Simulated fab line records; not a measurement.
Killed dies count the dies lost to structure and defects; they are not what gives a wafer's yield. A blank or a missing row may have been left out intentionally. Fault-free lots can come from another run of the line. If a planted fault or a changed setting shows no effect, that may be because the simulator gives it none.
fab line records	flow nand-harc
record: lots: 24	wafers: 72	last-day: 34
route steps=1302 shown A_CONTACT@999
lots that met no fault: taken from a fault-free run of the same line
start-h: the number of hours between the record's first day and the start of the first shown wafer of the lot	wait-h: how many hours have passed since the lot's step before this one	" unchanged from the row above	L1.1+2: one row covering several wafers at once	- value missing, or start not given	* or withheld: withheld	< > ~ a bound
route shown NAME@n: NAME is a module with steps in the file, n the number in the route of the first one	usual: the fault-free wafers' mean and standard deviation	same: alike in all rows	chamber/n: place in a boat	sites: per-site readings	_std_site: standard deviation across them	_edge_site: outer sites' mean less inner sites'	radius-mm: how far each site lies from the wafer's centre	mask NAME#n: copy n	behind: the tool/chamber that last shaped the wafer	hold: cause of the lot's hold/its duration in hours/its outcome	device: the n, p or np transistor that did not switch	end of line: at the end of the route, the tests of the same wafers	for a step that has no rows: nothing shown but its recipe	killed: count of dies lost to structure and defects at first sort (not the wafer's yield)	map: a wafer's dies, x killed, . not, _ none there
set.NAME: the run value of the setting; set.NAME@STEP: its run value at that earlier step	model.NAME: the simulator's own value behind a step, which no gauge read
a sample of lots followed through the steps of the route, with each step as a table and each wafer as a row
services: a tool's chamber out of use, with start hour (start-h, from the record's first day; less than 0 if before it), hours out, and reason
== steps ==
step: NHARC_A_CONTACT_INSPECT_44
usual: raw-defect-count: 78/33
lot.wafer	tool	chamber	start-h	wait-h	raw-defect-count
L074.2	defect-inspect-02	-	491.01	0.0	79
L074.4	"	-	"	"	74
L074.5	"	-	"	"	62
L075.2	defect-inspect-02	-	507.39	0.0	92
L075.4	"	-	"	"	100
L075.5	"	-	"	"	89
L079.4	defect-inspect-02	-	518.83	0.0	65
L079.5	"	-	"	"	58
L079.6	"	-	"	"	61
L077.1	defect-inspect-01	-	519.04	0.0	77
L077.4	"	-	"	"	81
L077.6	"	-	"	"	65
L078.1	defect-inspect-01	-	526.79	0.0	74
L078.3	"	-	"	"	76
L078.5	"	-	"	"	58
L076.1	defect-inspect-01	-	527.00	0.0	52
L076.2	"	-	"	"	50
L076.6	"	-	"	"	51
L080.2	defect-inspect-02	-	551.01	0.0	82
L080.4	"	-	"	"	68
L080.5	"	-	"	"	66
L081.2	defect-inspect-02	-	561.58	0.0	143
L081.4	"	-	"	"	113
L081.5	"	-	"	"	110
L082.1	defect-inspect-01	-	564.88	0.0	146
L082.3	"	-	"	"	140
L082.4	"	-	"	"	142
L085.1	defect-inspect-02	-	599.97	0.0	21
L085.2	"	-	"	"	16
L085.6	"	-	"	"	14
L084.3	defect-inspect-02	-	605.62	0.0	71
L084.4	"	-	"	"	64
L084.5	"	-	"	"	61
L086.3	defect-inspect-01	-	605.64	0.0	133
L086.5	"	-	"	"	145
L086.6	"	-	"	"	131
L083.2	defect-inspect-01	-	614.16	0.0	69
L083.3	"	-	"	"	86
L083.4	"	-	"	"	79
L087.2	defect-inspect-01	-	626.42	0.0	102
L087.4	"	-	"	"	87
L087.6	"	-	"	"	90
L089.3	defect-inspect-01	-	635.06	0.0	116
L089.4	"	-	"	"	90
L089.6	"	-	"	"	106
L088.2	defect-inspect-02	-	636.12	0.0	91
L088.3	"	-	"	"	90
L088.4	"	-	"	"	94
L090.4	defect-inspect-01	-	652.03	0.0	25
L090.5	"	-	"	"	34
L090.6	"	-	"	"	31
L091.1	defect-inspect-01	-	666.74	0.0	88
L091.3	"	-	"	"	90
L091.5	"	-	"	"	93
L092.1	defect-inspect-02	-	667.62	0.0	88
L092.4	"	-	"	"	72
L092.5	"	-	"	"	91
L093.2	defect-inspect-02	-	681.87	0.1	65
L093.4	"	-	"	"	68
L093.5	"	-	"	"	59
L094.2	defect-inspect-02	-	694.36	0.0	34
L094.4	"	-	"	"	34
L094.5	"	-	"	"	31
L095.4	defect-inspect-02	-	696.88	0.0	83
L095.5	"	-	"	"	75
L095.6	"	-	"	"	69
L096.2	defect-inspect-01	-	704.80	0.0	29
L096.4	"	-	"	"	35
L096.5	"	-	"	"	38
L097.1	defect-inspect-02	-	730.74	0.0	102
L097.2	"	-	"	"	109
L097.5	"	-	"	"	82
step: NHARC_A_CONTACT_ETCH_116
recipe: source-w: withheld	pressure-mtorr: 20	bias-v: 3000	time-s: 190	target-depth-a: 18500	ar-flow-sccm: withheld	c4f8-flow-sccm: withheld	o2-flow-sccm: withheld	chemistry: C4F8/O2/Ar
lot.wafer	tool	chamber	start-h	wait-h	rf-hours-counter-h
L074.2	har-cap-etch-02	1	493.79	0.1	78
L074.4	"	0	"	"	-
L074.5	"	1	"	"	-
L075.2	har-cap-etch-02	0	510.98	0.1	84
L075.4	"	1	"	"	-
L075.5	"	0	"	"	-
L077.1	har-cap-etch-02	1	521.81	0.1	86
L077.4	"	0	"	"	-
L077.6	"	1	"	"	-
L079.4	har-cap-etch-03	1	522.05	0.1	-
L079.5	"	0	"	"	-
L079.6	"	1	"	"	-
L078.1	har-cap-etch-01	1	529.91	0.2	3
L078.3	"	0	"	"	-
L078.5	"	0	"	"	-
L076.2	har-cap-etch-02	1	530.12	0.1	88
L076.1	"	0	"	"	88
L076.6	"	1	"	"	-
L080.2	har-cap-etch-01	0	553.78	0.1	8
L080.4	"	1	"	"	-
L080.5	"	1	"	"	-
L081.2	har-cap-etch-02	1	564.38	0.1	95
L081.4	"	0	"	"	-
L081.5	"	0	"	"	-
L082.1	har-cap-etch-01	0	568.00	0.1	10
L082.4	"	0	"	"	-
L082.3	"	1	"	"	-
L085.2	har-cap-etch-01	1	602.73	0.1	14
L085.1	"	0	"	"	14
L085.6	"	1	"	"	-
L084.3	har-cap-etch-02	0	608.53	0.1	-
L084.4	"	1	"	"	-
L084.5	"	1	"	"	-
L086.3	har-cap-etch-03	0	609.51	0.1	-
L086.5	"	1	"	"	-
L086.6	"	0	"	"	-
L083.2	har-cap-etch-02	1	616.92	0.1	103
L083.3	"	1	"	"	-
L083.4	"	0	"	"	-
L087.2	har-cap-etch-03	0	629.19	0.1	63
L087.4	"	0	"	"	-
L087.6	"	0	"	"	-
L089.3	har-cap-etch-03	0	637.89	0.1	-
L089.4	"	1	"	"	-
L089.6	"	1	"	"	-
L088.2	har-cap-etch-01	1	639.23	0.1	22
L088.4	"	1	"	"	-
L088.3	"	0	"	"	-
L090.4	har-cap-etch-03	0	654.86	0.1	-
L090.5	"	0	"	"	-
L090.6	"	1	"	"	-
L091.1	har-cap-etch-02	1	669.55	0.1	113
L091.3	"	1	"	"	-
L091.5	"	0	"	"	-
L092.1	har-cap-etch-01	1	671.27	0.1	27
L092.4	"	1	"	"	-
L092.5	"	0	"	"	-
L093.2	har-cap-etch-03	0	684.98	0.2	77
L093.4	"	0	"	"	-
L093.5	"	0	"	"	-
L094.2	har-cap-etch-03	1	697.17	0.1	79
L094.4	"	0	"	"	-
L094.5	"	1	"	"	-
L095.4	har-cap-etch-01	1	700.42	0.2	-
L095.5	"	0	"	"	-
L095.6	"	1	"	"	-
L096.2	har-cap-etch-01	0	708.27	0.1	35
L096.4	"	0	"	"	-
L096.5	"	1	"	"	-
L097.1	har-cap-etch-02	1	734.19	0.1	125
L097.2	"	0	"	"	125
L097.5	"	0	"	"	-
step: NHARC_A_CONTACT_ETCH_119
recipe: source-w: withheld	pressure-mtorr: 20	bias-v: 3000	time-s: 190	target-depth-a: 18500	ar-flow-sccm: withheld	c4f8-flow-sccm: withheld	o2-flow-sccm: withheld	chemistry: C4F8/O2/Ar
lot.wafer	tool	chamber	start-h	wait-h	rf-hours-counter-h
L074.2	har-cap-etch-02	1	494.31	0.1	79
L074.4	"	0	"	"	-
L074.5	"	1	"	"	-
L075.2	har-cap-etch-02	0	511.50	0.1	84
L075.4	"	1	"	"	-
L075.5	"	0	"	"	-
L077.1	har-cap-etch-02	1	522.32	0.1	86
L077.4	"	0	"	"	-
L077.6	"	1	"	"	-
L079.4	har-cap-etch-03	1	522.56	0.1	-
L079.5	"	0	"	"	-
L079.6	"	1	"	"	-
L078.1	har-cap-etch-01	1	530.60	0.2	3
L078.3	"	0	"	"	-
L078.5	"	0	"	"	-
L076.2	har-cap-etch-02	1	530.63	0.1	89
L076.1	"	0	"	"	89
L076.6	"	1	"	"	-
L080.2	har-cap-etch-01	0	554.29	0.1	8
L080.4	"	1	"	"	-
L080.5	"	1	"	"	-
L081.2	har-cap-etch-02	1	564.89	0.1	96
L081.4	"	0	"	"	-
L081.5	"	0	"	"	-
L082.1	har-cap-etch-01	0	568.52	0.1	11
L082.4	"	0	"	"	-
L082.3	"	1	"	"	-
L085.2	har-cap-etch-01	1	603.25	0.1	15
L085.1	"	0	"	"	15
L085.6	"	1	"	"	-
L084.3	har-cap-etch-02	0	609.04	0.1	-
L084.4	"	1	"	"	-
L084.5	"	1	"	"	-
L086.3	har-cap-etch-03	0	610.02	0.1	-
L086.5	"	1	"	"	-
L086.6	"	0	"	"	-
L083.2	har-cap-etch-02	1	617.43	0.1	104
L083.3	"	1	"	"	-
L083.4	"	0	"	"	-
L087.2	har-cap-etch-03	0	629.71	0.1	64
L087.4	"	0	"	"	-
L087.6	"	0	"	"	-
L089.3	har-cap-etch-03	0	638.40	0.1	-
L089.4	"	1	"	"	-
L089.6	"	1	"	"	-
L088.2	har-cap-etch-01	1	639.74	0.1	22
L088.4	"	1	"	"	-
L088.3	"	0	"	"	-
L090.4	har-cap-etch-03	0	655.37	0.1	-
L090.5	"	0	"	"	-
L090.6	"	1	"	"	-
L091.1	har-cap-etch-02	1	670.06	0.1	114
L091.3	"	1	"	"	-
L091.5	"	0	"	"	-
L092.1	har-cap-etch-01	1	671.79	0.1	28
L092.4	"	1	"	"	-
L092.5	"	0	"	"	-
L093.2	har-cap-etch-03	0	685.67	0.2	77
L093.4	"	0	"	"	-
L093.5	"	0	"	"	-
L094.2	har-cap-etch-03	1	697.69	0.1	79
L094.4	"	0	"	"	-
L094.5	"	1	"	"	-
L095.4	har-cap-etch-01	1	701.06	0.2	-
L095.5	"	0	"	"	-
L095.6	"	1	"	"	-
L096.2	har-cap-etch-01	0	708.78	0.1	35
L096.4	"	0	"	"	-
L096.5	"	1	"	"	-
L097.1	har-cap-etch-02	1	734.70	0.1	125
L097.2	"	0	"	"	125
L097.5	"	0	"	"	-
step: NHARC_A_CONTACT_ETCH_121
recipe: source-w: withheld	pressure-mtorr: 20	bias-v: 3000	time-s: 190	target-depth-a: 18500	ar-flow-sccm: withheld	c4f8-flow-sccm: withheld	o2-flow-sccm: withheld	chemistry: C4F8/O2/Ar
lot.wafer	tool	chamber	start-h	wait-h	rf-hours-counter-h
L074.2	har-cap-etch-02	1	494.65	0.1	79
L074.4	"	0	"	"	-
L074.5	"	1	"	"	-
L075.2	har-cap-etch-02	0	511.84	0.1	84
L075.4	"	1	"	"	-
L075.5	"	0	"	"	-
L077.1	har-cap-etch-02	1	522.66	0.1	87
L077.4	"	0	"	"	-
L077.6	"	1	"	"	-
L079.4	har-cap-etch-03	1	522.90	0.1	-
L079.5	"	0	"	"	-
L079.6	"	1	"	"	-
L076.2	har-cap-etch-02	1	530.97	0.1	89
L076.1	"	0	"	"	89
L076.6	"	1	"	"	-
L078.1	har-cap-etch-01	1	531.05	0.2	3
L078.3	"	0	"	"	-
L078.5	"	0	"	"	-
L080.2	har-cap-etch-01	0	554.64	0.1	9
L080.4	"	1	"	"	-
L080.5	"	1	"	"	-
L081.2	har-cap-etch-02	1	565.23	0.1	96
L081.4	"	0	"	"	-
L081.5	"	0	"	"	-
L082.1	har-cap-etch-01	0	568.85	0.1	11
L082.4	"	0	"	"	-
L082.3	"	1	"	"	-
L085.2	har-cap-etch-01	1	603.59	0.1	15
L085.1	"	0	"	"	15
L085.6	"	1	"	"	-
L084.3	har-cap-etch-02	0	609.38	0.1	-
L084.4	"	1	"	"	-
L084.5	"	1	"	"	-
L086.3	har-cap-etch-03	0	610.36	0.1	-
L086.5	"	1	"	"	-
L086.6	"	0	"	"	-
L083.2	har-cap-etch-02	1	617.77	0.1	104
L083.3	"	1	"	"	-
L083.4	"	0	"	"	-
L087.2	har-cap-etch-03	0	630.05	0.1	64
L087.4	"	0	"	"	-
L087.6	"	0	"	"	-
L089.3	har-cap-etch-03	0	638.74	0.1	-
L089.4	"	1	"	"	-
L089.6	"	1	"	"	-
L088.2	har-cap-etch-01	1	640.07	0.1	23
L088.4	"	1	"	"	-
L088.3	"	0	"	"	-
L090.4	har-cap-etch-03	0	655.71	0.1	-
L090.5	"	0	"	"	-
L090.6	"	1	"	"	-
L091.1	har-cap-etch-02	1	670.40	0.1	114
L091.3	"	1	"	"	-
L091.5	"	0	"	"	-
L092.1	har-cap-etch-01	1	672.13	0.1	28
L092.4	"	1	"	"	-
L092.5	"	0	"	"	-
L093.2	har-cap-etch-03	0	686.12	0.2	77
L093.4	"	0	"	"	-
L093.5	"	0	"	"	-
L094.2	har-cap-etch-03	1	698.03	0.1	80
L094.4	"	0	"	"	-
L094.5	"	1	"	"	-
L095.4	har-cap-etch-01	1	701.41	0.1	-
L095.5	"	0	"	"	-
L095.6	"	1	"	"	-
L096.2	har-cap-etch-01	0	709.12	0.1	36
L096.4	"	0	"	"	-
L096.5	"	1	"	"	-
L097.1	har-cap-etch-02	1	735.05	0.1	125
L097.2	"	0	"	"	125
L097.5	"	0	"	"	-
step: NHARC_A_CONTACT_ETCH_96
recipe: target-depth-a: 200	over-etch-frac: 0.5	time-s: 10	ion-energy-ev: 250	c4f6-flow-sccm: 25	o2-flow-sccm: 20	ar-flow-sccm: 500	rf-w: 600	bias-w: 500	chemistry: C4F6/O2
usual: drypump-motor-current-A: 5.9/0.36	oes-product-au: 0.971/0.026	rf-vpp-V: 545.4/2.9	showerhead-plenum-p-Torr: 3.86/0.13	throttle-valve-pct: 26.904/0.009
lot.wafer	tool	chamber	start-h	wait-h	drypump-motor-current-A	oes-product-au	rf-hours-counter-h	rf-vpp-V	showerhead-plenum-p-Torr	throttle-valve-pct
L074.2	rie-diel-04	0	-	-	5.6	0.997	24	544.0	3.71	26.898
L074.4	"	1	"	"	5.6	1.003	20	545.1	3.83	26.908
L074.5	"	0	"	"	5.6	1.004	-	542.5	3.71	26.900
L075.2	rie-diel-03	0	-	-	5.7	0.939	14	546.9	3.96	26.892
L075.4	"	1	"	"	5.6	0.948	15	548.4	4.02	26.894
L075.5	"	3	"	"	6.3	0.921	-	546.8	3.91	26.901
L077.1	rie-diel-02	3	-	-	6.2	0.956	36	546.2	3.88	26.925
L077.4	"	0	"	"	5.6	0.962	43	547.8	3.98	26.902
L077.6	"	1	"	"	6.0	0.950	-	542.0	3.77	26.893
L079.4	rie-diel-03	3	524.30	0.1	6.4	0.965	-	547.1	3.90	26.888
L079.6	"	0	"	"	5.7	0.957	-	547.0	3.96	26.918
L079.5	"	2	"	"	6.6	0.965	-	542.8	3.66	26.927
L076.2	rie-diel-02	3	533.22	0.9	6.1	0.987	39	545.0	3.87	26.901
L076.1	"	1	"	"	6.0	0.973	46	542.7	3.77	26.906
L076.6	"	2	"	"	6.0	0.994	-	542.9	3.68	26.906
L078.1	rie-diel-03	2	533.52	0.9	6.6	1.004	21	540.2	3.66	26.912
L078.3	"	3	"	"	6.4	0.994	23	545.9	3.90	26.916
L078.5	"	2	"	"	6.7	0.997	-	541.0	3.66	26.905
L080.2	rie-diel-04	3	-	-	5.5	1.021	3	549.5	3.98	26.898
L080.4	"	1	"	"	5.6	0.992	2	544.5	3.83	26.902
L080.5	"	3	"	"	5.5	1.012	-	547.6	3.98	26.888
L081.4	rie-diel-04	2	-	-	6.3	0.976	4	548.6	4.02	26.901
L081.2	"	3	"	"	5.5	0.997	3	547.8	3.98	26.901
L081.5	"	2	"	"	6.3	0.975	-	549.5	4.02	26.910
L082.4	rie-diel-02	1	-	-	6.0	0.937	56	542.4	3.76	26.907
L082.3	"	2	"	"	6.0	0.950	56	541.6	3.68	26.892
L082.1	"	3	"	"	6.1	0.954	53	545.8	3.87	26.899
L085.2	rie-diel-04	0	-	-	5.6	1.008	8	542.0	3.70	26.893
L085.1	"	1	"	"	5.6	1.012	7	544.6	3.82	26.907
L085.6	"	3	"	"	5.5	1.019	-	548.1	3.98	26.904
L084.4	rie-diel-03	2	-	-	6.6	0.926	50	541.9	3.64	26.889
L084.3	"	3	"	"	6.3	0.938	53	545.3	3.88	26.902
L084.5	"	1	"	"	5.6	0.926	-	547.8	4.01	26.902
L086.3	rie-diel-03	2	-	-	6.6	0.944	50	541.2	3.64	26.902
L086.6	"	0	"	"	5.7	0.936	-	547.9	3.93	26.903
L086.5	"	1	"	"	5.6	0.947	-	551.1	4.01	26.895
L083.2	rie-diel-04	3	-	-	5.5	0.972	11	549.3	3.98	26.904
L083.3	"	0	"	"	5.6	0.974	11	541.6	3.70	26.912
L083.4	"	1	"	"	5.7	0.974	10	544.8	3.82	26.893
L087.2	rie-diel-04	3	-	-	5.5	0.959	13	547.9	3.98	26.905
L087.4	"	0	"	"	5.6	0.944	13	541.9	3.70	26.916
L087.6	"	0	"	"	5.6	0.949	-	543.4	3.70	26.912
L089.3	rie-diel-04	0	-	-	5.6	0.994	16	541.8	3.70	26.902
L089.4	"	2	"	"	6.2	0.964	16	547.7	4.01	26.908
L089.6	"	0	"	"	5.6	0.997	-	541.9	3.70	26.887
L088.4	rie-diel-04	0	-	-	5.6	0.948	17	542.9	3.70	26.903
L088.3	"	1	"	"	5.6	0.963	16	544.0	3.82	26.901
L088.2	"	3	"	"	5.5	0.945	16	547.3	3.97	26.904
L090.4	rie-diel-04	1	-	-	5.6	0.972	18	543.8	3.82	26.912
L090.5	"	0	"	"	5.6	0.974	-	541.3	3.70	26.894
L090.6	"	1	"	"	5.6	0.980	-	544.6	3.82	26.891
L091.3	rie-diel-04	0	-	-	5.6	0.968	22	541.7	3.69	26.911
L091.1	"	1	"	"	5.7	0.962	21	543.7	3.82	26.908
L091.5	"	3	"	"	5.5	0.940	-	548.5	3.97	26.916
L092.4	rie-diel-04	0	-	-	5.6	0.954	22	542.8	3.69	26.908
L092.1	"	1	"	"	5.6	0.952	21	544.6	3.82	26.905
L092.5	"	2	"	"	6.3	0.932	-	548.9	4.01	26.904
L093.4	rie-diel-02	2	-	-	6.0	0.968	40	540.5	3.65	26.894
L093.2	"	0	"	"	5.6	0.965	32	547.1	3.95	26.908
L093.5	"	3	"	"	6.2	0.954	-	546.0	3.84	26.921
L094.2	rie-diel-03	2	699.49	0.1	6.6	1.013	14	553.0	4.22	26.916
L094.5	"	0	"	"	5.7	1.005	-	544.5	3.92	26.903
L094.4	"	2	"	"	6.6	1.011	-	552.6	4.22	26.889
L095.4	rie-diel-04	3	-	-	5.5	0.943	28	547.5	3.97	26.921
L095.5	"	0	"	"	5.6	0.958	-	543.8	3.69	26.905
L095.6	"	1	"	"	5.6	0.937	-	546.2	3.81	26.898
L096.4	rie-diel-02	1	-	-	6.0	0.989	42	542.0	3.74	26.903
L096.2	"	0	"	"	5.6	1.005	39	547.1	3.94	26.890
L096.5	"	2	"	"	6.0	1.007	-	541.5	3.65	26.897
L097.2	rie-diel-04	3	-	-	5.5	1.009	4	548.0	3.96	26.892
L097.1	"	0	"	"	5.6	1.018	4	539.7	3.69	26.907
L097.5	"	3	"	"	5.5	1.018	-	548.0	3.96	26.909
step: NHARC_A_CONTACT_ETCH_102
recipe: target-depth-a: 1000	overetch-a: 100	time-s: 55	ion-energy-ev: 100	cf4-flow-sccm: 80	o2-flow-sccm: 20	ar-flow-sccm: 0	rf-w: 300	bias-w: 100	chemistry: CF4/O2
usual: drypump-motor-current-A: 5.8/0.34	oes-product-au: 1.001/0.01	rf-vpp-V: 197.4/1.3	showerhead-plenum-p-Torr: 1.32/0.05	throttle-valve-pct: 13.397/0.0099
lot.wafer	tool	chamber	start-h	wait-h	drypump-motor-current-A	oes-product-au	rf-hours-counter-h	rf-vpp-V	showerhead-plenum-p-Torr	throttle-valve-pct
L074.2	rie-diel-04	0	496.46	0.1	5.6	1.003	24	195.5	1.26	13.410
L074.4	"	3	"	"	5.5	1.011	20	198.2	1.36	13.381
L074.5	"	0	"	"	5.6	1.004	-	197.1	1.26	13.387
L075.4	rie-diel-03	0	513.63	0.1	5.7	1.002	14	200.4	1.35	13.387
L075.2	"	1	"	"	5.6	0.991	15	200.2	1.37	13.400
L075.5	"	3	"	"	6.3	0.986	-	196.2	1.33	13.397
L077.1	rie-diel-04	3	524.51	0.1	5.5	1.010	24	198.5	1.36	13.403
L077.4	"	2	"	"	6.2	1.007	29	199.8	1.37	13.389
L077.6	"	3	"	"	5.5	1.012	-	198.2	1.36	13.394
L079.4	rie-diel-04	2	524.82	0.1	6.3	1.008	29	197.6	1.37	13.404
L079.5	"	2	"	"	6.3	0.989	-	197.6	1.37	13.381
L079.6	"	3	"	"	5.5	1.011	-	198.5	1.36	13.414
L078.1	rie-diel-03	2	533.94	0.1	6.6	0.990	21	194.4	1.24	13.378
L078.3	"	3	"	"	6.3	0.986	23	196.2	1.33	13.394
L078.5	"	3	"	"	6.3	0.991	-	198.9	1.33	13.393
L076.1	rie-diel-02	2	533.99	0.1	6.0	1.017	46	196.3	1.25	13.395
L076.2	"	3	"	"	6.1	1.007	40	197.9	1.32	13.418
L076.6	"	2	"	"	6.0	1.013	-	195.7	1.25	13.410
L080.2	rie-diel-04	2	556.49	0.1	6.3	0.986	2	198.0	1.37	13.394
L080.4	"	0	"	"	5.6	0.993	2	195.9	1.26	13.380
L080.5	"	3	"	"	5.5	1.006	-	197.9	1.36	13.411
L081.4	rie-diel-04	1	567.02	0.1	5.6	1.002	4	196.4	1.30	13.416
L081.2	"	2	"	"	6.2	0.996	4	198.4	1.37	13.401
L081.5	"	2	"	"	6.3	0.996	-	197.6	1.37	13.401
L082.3	rie-diel-04	1	570.70	0.0	5.6	0.988	4	198.2	1.30	13.385
L082.1	"	2	"	"	6.3	0.993	4	199.0	1.37	13.385
L082.4	"	0	"	"	5.6	1.003	4	195.5	1.26	13.402
L085.1	rie-diel-04	0	605.45	0.1	5.6	1.003	8	197.1	1.25	13.397
L085.2	"	2	"	"	6.3	0.989	8	197.7	1.37	13.407
L085.6	"	0	"	"	5.6	1.007	-	196.3	1.25	13.397
L084.4	rie-diel-02	2	611.17	0.1	6.0	1.008	15	196.5	1.24	13.390
L084.3	"	0	"	"	5.6	1.005	10	196.7	1.35	13.401
L084.5	"	2	"	"	6.0	1.007	-	196.0	1.24	13.389
L086.3	rie-diel-02	1	612.09	0.0	5.9	0.985	12	195.1	1.27	13.390
L086.6	"	1	"	"	5.9	0.992	-	196.0	1.27	13.407
L086.5	"	2	"	"	6.0	1.008	-	195.0	1.24	13.402
L083.4	rie-diel-03	0	619.60	0.1	5.7	0.984	54	198.0	1.34	13.393
L083.3	"	2	"	"	6.6	1.001	53	195.3	1.23	13.409
L083.2	"	3	"	"	6.3	0.996	55	196.7	1.32	13.388
L087.4	rie-diel-04	2	631.87	0.1	6.2	0.978	13	198.8	1.37	13.406
L087.2	"	3	"	"	5.5	1.011	13	197.5	1.35	13.395
L087.6	"	2	"	"	6.2	0.987	-	198.0	1.37	13.396
L089.4	rie-diel-02	0	640.83	0.2	5.6	1.011	17	198.2	1.35	13.397
L089.3	"	1	"	"	5.9	0.981	20	196.2	1.27	13.372
L089.6	"	2	"	"	6.0	1.011	-	196.3	1.24	13.411
L088.4	rie-diel-04	0	641.89	0.1	5.6	1.002	17	196.9	1.25	13.388
L088.2	"	1	"	"	5.6	1.001	16	197.8	1.30	13.394
L088.3	"	2	"	"	6.3	0.985	16	197.2	1.37	13.390
L090.4	rie-diel-03	3	657.50	0.1	6.3	0.995	3	198.0	1.32	13.407
L090.6	"	1	"	"	5.6	0.997	-	197.7	1.36	13.390
L090.5	"	2	"	"	6.7	1.010	-	199.9	1.45	13.397
L091.1	rie-diel-02	0	672.24	0.0	5.6	1.017	28	198.2	1.34	13.390
L091.3	"	2	"	"	6.0	1.003	36	195.8	1.24	13.400
L091.5	"	1	"	"	6.0	0.991	-	197.1	1.27	13.388
L092.1	rie-diel-03	3	673.96	0.1	6.3	0.990	9	197.7	1.32	13.408
L092.4	"	0	"	"	5.7	1.006	8	198.7	1.33	13.377
L092.5	"	2	"	"	6.6	0.996	-	200.8	1.44	13.391
L093.4	rie-diel-04	3	688.20	0.0	5.5	1.010	25	197.1	1.35	13.386
L093.2	"	2	"	"	6.2	0.985	24	198.5	1.37	13.396
L093.5	"	3	"	"	5.5	1.011	-	198.8	1.35	13.423
L094.2	rie-diel-04	1	699.89	0.1	5.6	0.998	26	197.8	1.29	13.402
L094.4	"	1	"	"	5.6	0.992	-	197.0	1.29	13.411
L094.5	"	3	"	"	5.5	1.009	-	198.2	1.35	13.385
L095.4	rie-diel-04	3	703.15	0.0	5.5	1.015	28	198.3	1.35	13.404
L095.6	"	3	"	"	5.5	1.004	-	199.7	1.35	13.384
L095.5	"	0	"	"	5.6	1.005	-	196.5	1.25	13.393
L096.4	rie-diel-02	3	710.96	0.1	6.1	1.003	41	195.5	1.30	13.410
L096.2	"	1	"	"	5.9	0.991	42	195.3	1.27	13.415
L096.5	"	3	"	"	6.1	1.013	-	197.8	1.31	13.389
L097.1	rie-diel-04	0	736.88	0.1	5.6	1.018	4	195.9	1.25	13.396
L097.2	"	1	"	"	5.6	0.997	1	197.9	1.29	13.397
L097.5	"	3	"	"	5.5	1.006	-	198.4	1.35	13.410
== services ==
tool	chamber	start-h	hours	kind
rie-diel-03	0	485.25	7.6	repair
rie-diel-04	0	487.06	-	clean
rie-diel-04	1	487.06	-	clean
rie-diel-04	2	487.06	-	clean
rie-diel-04	3	487.06	-	clean
har-cap-etch-01	-	497.00	17.0	pm
rie-diel-04	0	511.59	-	clean
rie-diel-04	1	511.59	-	clean
rie-diel-04	2	511.59	-	clean
rie-diel-04	3	511.59	-	clean
rie-diel-03	1	518.37	15.8	repair
rie-diel-04	-	531.90	9.0	pm
rie-diel-04	0	531.90	9.0	vent-cycle
rie-diel-04	1	531.90	9.0	vent-cycle
rie-diel-04	2	531.90	9.0	vent-cycle
rie-diel-04	3	531.90	9.0	vent-cycle
rie-diel-02	-	572.22	9.0	pm
rie-diel-03	-	635.98	9.0	pm
rie-diel-03	2	686.75	4.4	repair
rie-diel-03	1	698.73	5.7	repair
har-cap-etch-02	-	702.83	0.5	repair
rie-diel-04	1	728.03	7.0	repair
rie-diel-03	3	729.27	9.7	repair
rie-diel-02	1	730.55	5.9	repair
== key ==
fault none
